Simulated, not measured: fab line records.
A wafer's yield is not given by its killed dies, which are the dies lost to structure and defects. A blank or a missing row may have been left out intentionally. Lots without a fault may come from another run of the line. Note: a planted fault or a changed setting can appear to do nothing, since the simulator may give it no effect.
Which tool is to blame? | flow nand harc | 33 wafers from 11 lots sampled at 7 of the route's 1302 steps

== WHAT THE GAUGES SHOWED, per wafer ==
NHARC_P_ZERO_WELL_CD_MEAS_52: target cd 2000 nm.
lot  | measured     | on        | cd nm (nm)
L710 | day 2 01:34  | cd sem-02 | 2002.2 2002.1 2001.6
L712 | day 2 21:52  | cd sem-03 | 1998.6 1997.1 1998.9
L717 | day 4 23:42  | cd sem-02 | - - -
L718 | day 5 09:45  | cd sem-03 | - - -
L724 | day 7 21:50  | cd sem-01 | 2002.4 2001.8 2002.8
L725 | day 8 08:28  | cd sem-01 | 2001.7 2001.4 1999.7
L726 | day 8 17:47  | cd sem-03 | 2000.5 2000.2 1999.4
L727 | day 9 03:52  | cd sem-03 | 2000.7 1998.1 1998.1
L730 | day 10 09:37 | cd sem-01 | 1998.1 1999.1 1998.2
L732 | day 11 05:49 | cd sem-01 | 1998.3 2000.7 2000.8
L733 | day 11 15:44 | cd sem-03 | 1999.4 1997.7 1999.4

NHARC_P_ZERO_WELL_INSPECT_43.
lot  | measured     | on                | raw defect count
L710 | day 2 03:21  | defect inspect-01 | 5 6 18
L712 | day 2 23:41  | defect inspect-01 | 7 4 12
L717 | day 5 01:32  | defect inspect-02 | 1099 1107 1151
L718 | day 5 11:34  | defect inspect-02 | 1078 1093 1058
L724 | day 7 23:44  | defect inspect-01 | 10 10 10
L725 | day 8 10:17  | defect inspect-01 | 9 8 10
L726 | day 8 19:40  | defect inspect-01 | 35 10 17
L727 | day 9 05:41  | defect inspect-01 | 10 12 18
L730 | day 10 11:26 | defect inspect-01 | 25 19 17
L732 | day 11 07:38 | defect inspect-01 | 13 10 18
L733 | day 11 17:32 | defect inspect-01 | 4 14 10

NHARC_P_STI_OVL_MEAS_10.
lot  | measured     | on         | overlay x nm (nm) | overlay y nm (nm)
L710 | day 2 22:59  | overlay-02 | 1 1 1             | -4 -4 -4
L712 | day 3 16:53  | overlay-01 | -11 -12 -11       | 5 6 6
L724 | day 8 17:19  | overlay-01 | 1 2 1             | -2 -2 -2
L725 | day 9 02:11  | overlay-01 | 5 5 5             | 3 3 3
L726 | day 9 10:50  | overlay-02 | -6 -5 -6          | -7 -6 -7
L727 | day 9 22:06  | overlay-02 | -5 -5 -5          | -5 -5 -6
L730 | day 11 07:19 | overlay-02 | -19 -19 -19       | -1 -1 -1
L732 | day 11 22:17 | overlay-02 | 4 4 3             | 2 3 3
L733 | day 12 08:14 | overlay-01 | -8 -8 -8          | 1 1 1

NHARC_END_SORT_01.
lot  | measured     | on        | killed at array | killed at other | killed at periphery | killed dies | killed open | killed short
L717 | day 27 10:53 | prober-02 | 69 81 65        | 1 6 4           | 607 590 608         | 677 677 677 | 1 5 5       | 3 2 2
L718 | day 28 04:38 | prober-02 | 52 57 68        | 4 0 1           | 621 620 608         | 677 677 677 | 7 2 3       | 0 2 4

== WHICH TOOL RAN EACH LOT (tool, then ch and the chambers of the sampled wafers, then the start) ==
lot  | NHARC_P_ZERO_WELL_EXPOSE_49       | NHARC_P_STI_DESCUM_14              | NHARC_P_GATE_DESCUM_31
L710 | krf scanner-02 ch 0, day 2 01:24  | rie diel-01 ch 0,1,2, day 2 23:10  | rie diel-06 ch 1,2,3, day 5 08:58
L712 | krf scanner-04 ch 0, day 2 21:43  | rie diel-01 ch 0,1,3, day 3 17:04  | rie diel-06 ch 1,2,3, day 5 20:20
L717 | krf scanner-04, day 4 23:32       | -                                  | -
L718 | krf scanner-04, day 5 09:35       | -                                  | -
L724 | krf scanner-01 ch 0, day 7 21:41  | rie diel-01 ch 1,3, day 8 17:29    | rie diel-06 ch 0,1,2, day 10 23:41
L725 | krf scanner-04 ch 0, day 8 08:19  | rie diel-01 ch 0,1,3, day 9 02:22  | rie diel-06 ch 0,2,3, day 10 23:20
L726 | krf scanner-01 ch 0, day 8 17:38  | rie diel-01 ch 0,1,2, day 9 11:00  | rie diel-08 ch 0,1,3, day 11 20:13
L727 | krf scanner-04 ch 0, day 9 03:43  | rie diel-01 ch 1,2, day 9 22:16    | rie diel-08 ch 0,1,2, day 12 00:04
L730 | krf scanner-04 ch 0, day 10 09:28 | rie diel-11 ch 0,1,2, day 11 07:29 | rie diel-04 ch 0,1,2, day 13 10:16
L732 | krf scanner-01 ch 0, day 11 05:39 | rie diel-01 ch 1,2,3, day 11 22:29 | rie diel-08 ch 1,2,3, day 13 21:55
L733 | krf scanner-01 ch 0, day 11 15:35 | rie diel-03 ch 0,1,2, day 12 08:25 | rie diel-06 ch 0,1,2, day 14 12:04
- NHARC_P_ZERO_WELL_EXPOSE_49: exposes mask P HVPW, target cd 2000 nm.
- NHARC_P_STI_DESCUM_14: chemistry O2, time 3 s.
- NHARC_P_GATE_DESCUM_31: chemistry O2, time 3 s.

== AS READ BY THE TOOLS THEMSELVES (means over the sampled wafers that have a number; for cases with no such wafer, the mark the record gives instead) ==
NHARC_P_ZERO_WELL_EXPOSE_49.
lot  | tool           | exposure dose mJ cm2 | focus offset nm (nm)
L710 | krf scanner-02 | 22.631               | -0.2
L712 | krf scanner-04 | 22.661               | -0.4
L717 | krf scanner-04 | -                    | -
L718 | krf scanner-04 | -                    | -
L724 | krf scanner-01 | 22.636               | -0.1
L725 | krf scanner-04 | 22.639               | -0.1
L726 | krf scanner-01 | 22.633               | 0.3
L727 | krf scanner-04 | 22.660               | -0.4
L730 | krf scanner-04 | 22.635               | -0.7
L732 | krf scanner-01 | 22.636               | 0.1
L733 | krf scanner-01 | 22.652               | 0.1

NHARC_P_STI_DESCUM_14.
lot  | tool        | drypump motor current A (A) | oes product au (a.u.) | rf vpp V (V) | showerhead plenum p Torr (Torr) | throttle valve pct (%)
L710 | rie diel-01 | 5.6                         | 0.998                 | 57.9         | 1.99                            | 11.306
L712 | rie diel-01 | 5.4                         | 1.010                 | 57.7         | 1.93                            | 11.309
L724 | rie diel-01 | 5.3                         | 1.003                 | 58.4         | 1.88                            | 11.314
L725 | rie diel-01 | 5.4                         | 1.009                 | 57.9         | 1.93                            | 11.308
L726 | rie diel-01 | 5.5                         | 1.005                 | 57.7         | 1.99                            | 11.315
L727 | rie diel-01 | 5.6                         | 1.007                 | 57.7         | 1.97                            | 11.308
L730 | rie diel-11 | 5.6                         | 1.007                 | 57.2         | 1.92                            | 11.314
L732 | rie diel-01 | 5.4                         | 0.997                 | 57.5         | 1.90                            | 11.313
L733 | rie diel-03 | 5.7                         | 0.984                 | 58.3         | 1.81                            | 11.309

NHARC_P_GATE_DESCUM_31.
lot  | tool        | drypump motor current A (A) | oes product au (a.u.) | rf vpp V (V) | showerhead plenum p Torr (Torr) | throttle valve pct (%)
L710 | rie diel-06 | 5.9                         | 0.991                 | 58.3         | 1.97                            | 11.302
L712 | rie diel-06 | 5.9                         | 0.996                 | 58.5         | 1.97                            | 11.315
L724 | rie diel-06 | 5.5                         | 1.002                 | 57.5         | 1.93                            | 11.300
L725 | rie diel-06 | 5.5                         | 1.009                 | 59.1         | 1.94                            | 11.315
L726 | rie diel-08 | 5.8                         | 0.996                 | 57.7         | 1.94                            | 11.304
L727 | rie diel-08 | 5.6                         | 0.999                 | 57.1         | 1.90                            | 11.307
L730 | rie diel-04 | 5.9                         | 0.997                 | 57.4         | 1.89                            | 11.314
L732 | rie diel-08 | 5.7                         | 1.003                 | 56.8         | 1.87                            | 11.307
L733 | rie diel-06 | 5.5                         | 1.007                 | 57.7         | 1.93                            | 11.309

== THE ANSWER, worked out from the rows above alone ==
Rule: what is usual is taken from the lots themselves. Put in order of their means at a reading, lots are off if they are a third of the lots or fewer, leave a main group of 4 or more, and stand apart from it by a gap of 3 or more times the standard deviation of the main group's means; of several such gaps the widest counts. If all means in a main group match to the digits the tables above print for the reading, that group is not used. Also off: a lot with no number at a reading for which 4 or more lots have one. Any other lot the step has rows for is counted as sound. The gauges are gone through in route order, then the tools' own readings, and for those a lot's mean is taken as printed above. The first step at which some lot is off is used, and at that step the reading that is off furthest; a lot without a number counts as furthest.
Off, at NHARC_P_ZERO_WELL_CD_MEAS_52 on cd nm: L717, L718. Without a number there: L717, L718. The main group: mean 2000.0 nm, standard deviation 1.4.
If a tool, at a process step before that reading, ran all the lots that are off and no sound lot after the first of them, it fits. Not tried: the gauges at NHARC_P_ZERO_WELL_CD_MEAS_52; whatever is off there is also off at NHARC_P_ZERO_WELL_INSPECT_43, on other tools, and gauge error can't account for it. None of those tried fits.

== WHAT THE SIMULATOR PUT IN ==
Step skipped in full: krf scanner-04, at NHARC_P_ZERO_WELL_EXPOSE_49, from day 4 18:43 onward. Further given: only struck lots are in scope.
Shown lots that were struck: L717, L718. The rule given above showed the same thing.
